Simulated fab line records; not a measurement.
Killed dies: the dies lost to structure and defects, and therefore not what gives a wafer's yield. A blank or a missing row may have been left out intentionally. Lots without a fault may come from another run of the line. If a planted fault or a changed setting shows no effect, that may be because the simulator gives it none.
Split-lot study / flow n5-finfet / route with 1938 steps; 7 lots, 21 wafers read

THE SPLIT ITSELF
At N5_BEOL_M10_ETCH_62 (etches SOC in N2/H2, target depth 110 nm, overetch 22 nm, time 165 s), the setting time-s was moved away from the recipe's 165 s on 4 of the 21 wafers read, by -22.2% to +15.2%. All remaining wafers had this setting at the recipe value.

The reading is taken at the split's own step.

THE READING
SiARC_of_BEOL_M10_COAT_60.thk-nm (the simulator's own value, which no gauge read), in nm, at N5_BEOL_M10_ETCH_62 (etches SOC in N2/H2, target depth 110 nm, overetch 22 nm, time 165 s). The file does not state a usual value for it. The 17 wafers here that ran the recipe average 23.5 nm, standard deviation 0.21 nm.

wafer=L074.1; tool, chamber at the split=rie-diel-05, 0; time-s as run, s=165; against the recipe=recipe; SiARC_of_BEOL_M10_COAT_60.thk-nm, nm=24; against lot-mates on the recipe=-
wafer=L074.2; tool, chamber at the split=rie-diel-05, 3; time-s as run, s=165; against the recipe=recipe; SiARC_of_BEOL_M10_COAT_60.thk-nm, nm=23.6; against lot-mates on the recipe=-
wafer=L074.5; tool, chamber at the split=rie-diel-05, 0; time-s as run, s=165; against the recipe=recipe; SiARC_of_BEOL_M10_COAT_60.thk-nm, nm=23.8; against lot-mates on the recipe=-
wafer=L079.1; tool, chamber at the split=rie-diel-02, 0; time-s as run, s=165; against the recipe=recipe; SiARC_of_BEOL_M10_COAT_60.thk-nm, nm=23.2; against lot-mates on the recipe=-
wafer=L079.3; tool, chamber at the split=rie-diel-02, 3,2; time-s as run, s=165; against the recipe=recipe; SiARC_of_BEOL_M10_COAT_60.thk-nm, nm=23.4; against lot-mates on the recipe=-
wafer=L079.4; tool, chamber at the split=rie-diel-02, 3,2; time-s as run, s=165; against the recipe=recipe; SiARC_of_BEOL_M10_COAT_60.thk-nm, nm=23.4; against lot-mates on the recipe=-
wafer=L087.1; tool, chamber at the split=rie-diel-05, 3,1; time-s as run, s=165; against the recipe=recipe; SiARC_of_BEOL_M10_COAT_60.thk-nm, nm=23.6; against lot-mates on the recipe=-
wafer=L087.6; tool, chamber at the split=rie-diel-05, 3,1; time-s as run, s=165; against the recipe=recipe; SiARC_of_BEOL_M10_COAT_60.thk-nm, nm=23.6; against lot-mates on the recipe=-
wafer=L087.4; tool, chamber at the split=rie-diel-05, 1; time-s as run, s=165; against the recipe=recipe; SiARC_of_BEOL_M10_COAT_60.thk-nm, nm=23.8; against lot-mates on the recipe=-
wafer=L089.3; tool, chamber at the split=rie-diel-02, 1; time-s as run, s=165; against the recipe=recipe; SiARC_of_BEOL_M10_COAT_60.thk-nm, nm=23.2; against lot-mates on the recipe=-
wafer=L089.5; tool, chamber at the split=rie-diel-02, 2; time-s as run, s=128.4; against the recipe=-22.2%; SiARC_of_BEOL_M10_COAT_60.thk-nm, nm=24.8; against lot-mates on the recipe=+1.4
wafer=L089.6; tool, chamber at the split=rie-diel-02, 3; time-s as run, s=165; against the recipe=recipe; SiARC_of_BEOL_M10_COAT_60.thk-nm, nm=23.6; against lot-mates on the recipe=-
wafer=L088.3; tool, chamber at the split=rie-diel-02, 3; time-s as run, s=165; against the recipe=recipe; SiARC_of_BEOL_M10_COAT_60.thk-nm, nm=23.6; against lot-mates on the recipe=-
wafer=L088.4; tool, chamber at the split=rie-diel-02, 1; time-s as run, s=190.1; against the recipe=+15.2%; SiARC_of_BEOL_M10_COAT_60.thk-nm, nm=22.2; against lot-mates on the recipe=-1.3
wafer=L088.5; tool, chamber at the split=rie-diel-02, 2; time-s as run, s=165; against the recipe=recipe; SiARC_of_BEOL_M10_COAT_60.thk-nm, nm=23.4; against lot-mates on the recipe=-
wafer=L094.1; tool, chamber at the split=rie-diel-02, 3; time-s as run, s=165; against the recipe=recipe; SiARC_of_BEOL_M10_COAT_60.thk-nm, nm=23.6; against lot-mates on the recipe=-
wafer=L094.2; tool, chamber at the split=rie-diel-02, 2,0; time-s as run, s=165; against the recipe=recipe; SiARC_of_BEOL_M10_COAT_60.thk-nm, nm=23.4; against lot-mates on the recipe=-
wafer=L094.4; tool, chamber at the split=rie-diel-02, 2,0; time-s as run, s=165; against the recipe=recipe; SiARC_of_BEOL_M10_COAT_60.thk-nm, nm=23.4; against lot-mates on the recipe=-
wafer=L097.1; tool, chamber at the split=rie-diel-06, 1,0; time-s as run, s=187.6; against the recipe=+13.7%; SiARC_of_BEOL_M10_COAT_60.thk-nm, nm=22.2; against lot-mates on the recipe=-1.2
wafer=L097.6; tool, chamber at the split=rie-diel-06, 1,0; time-s as run, s=187.6; against the recipe=+13.7%; SiARC_of_BEOL_M10_COAT_60.thk-nm, nm=22.2; against lot-mates on the recipe=-1.2
wafer=L097.2; tool, chamber at the split=rie-diel-06, 3; time-s as run, s=165; against the recipe=recipe; SiARC_of_BEOL_M10_COAT_60.thk-nm, nm=23.4; against lot-mates on the recipe=-
If several chambers appear in one row, that row covers several wafers at once and the file leaves open which wafer was in which chamber.

THE FIT
A straight line over all 21 wafers: SiARC_of_BEOL_M10_COAT_60.thk-nm changes by -0.0762 nm for each +1% of time-s; r = -0.93; the points scatter about the line by 0.23 nm.
The same after taking each lot's own level away (the mean of its wafers on the recipe; 21 wafers): -0.0755 nm for each +1%; r = -0.97; scatter 0.14 nm.
That fit puts the effect of the largest move of time-s on the reading at 1.7 nm.
Across the lots, their own levels run from 23.33 to 23.80 nm, a range of 2.3 times the standard deviation given above.
The two slopes agree, so the slope changes little with the lot-to-lot level.
Check: for one of the wafers moved furthest among these (-22.2%), held out of the fit, the line's prediction against its lot-mates is +1.92 nm. Against them it came out at +1.4 nm.

THESE WAFERS: OTHER SPLITS
These wafers also went through other splits before the reading. Each is held against what the fit with the lots' levels taken away leaves over:
other split on the same wafers=N5_BEOL_M2_ETCH_69 bias-w; wafers away from the commonest value=9; r with SiARC_of_BEOL_M10_COAT_60.thk-nm (lot level and that fit taken away)=+0.16
other split on the same wafers=N5_BEOL_M5_ETCH_72 bias-w; wafers away from the commonest value=7; r with SiARC_of_BEOL_M10_COAT_60.thk-nm (lot level and that fit taken away)=+0.01
other split on the same wafers=N5_BEOL_M5_COAT_66 spin-rpm; wafers away from the commonest value=6; r with SiARC_of_BEOL_M10_COAT_60.thk-nm (lot level and that fit taken away)=+0.11
other split on the same wafers=N5_BEOL_M6_PECVD_70 time-s; wafers away from the commonest value=8; r with SiARC_of_BEOL_M10_COAT_60.thk-nm (lot level and that fit taken away)=-0.20
other split on the same wafers=N5_BEOL_M7_ILD_DEP_00 time-s; wafers away from the commonest value=8; r with SiARC_of_BEOL_M10_COAT_60.thk-nm (lot level and that fit taken away)=-0.07
other split on the same wafers=N5_BEOL_M8_ETCH_62 time-s; wafers away from the commonest value=10; r with SiARC_of_BEOL_M10_COAT_60.thk-nm (lot level and that fit taken away)=-0.13
other split on the same wafers=N5_BEOL_M9_EXPOSE_25 dose-mj; wafers away from the commonest value=8; r with SiARC_of_BEOL_M10_COAT_60.thk-nm (lot level and that fit taken away)=-0.20

FILE'S OWN FIT
SiARC_of_BEOL_M10_COAT_60.thk-nm changes by -0.0738 nm for each +1% of time-s, r = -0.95.
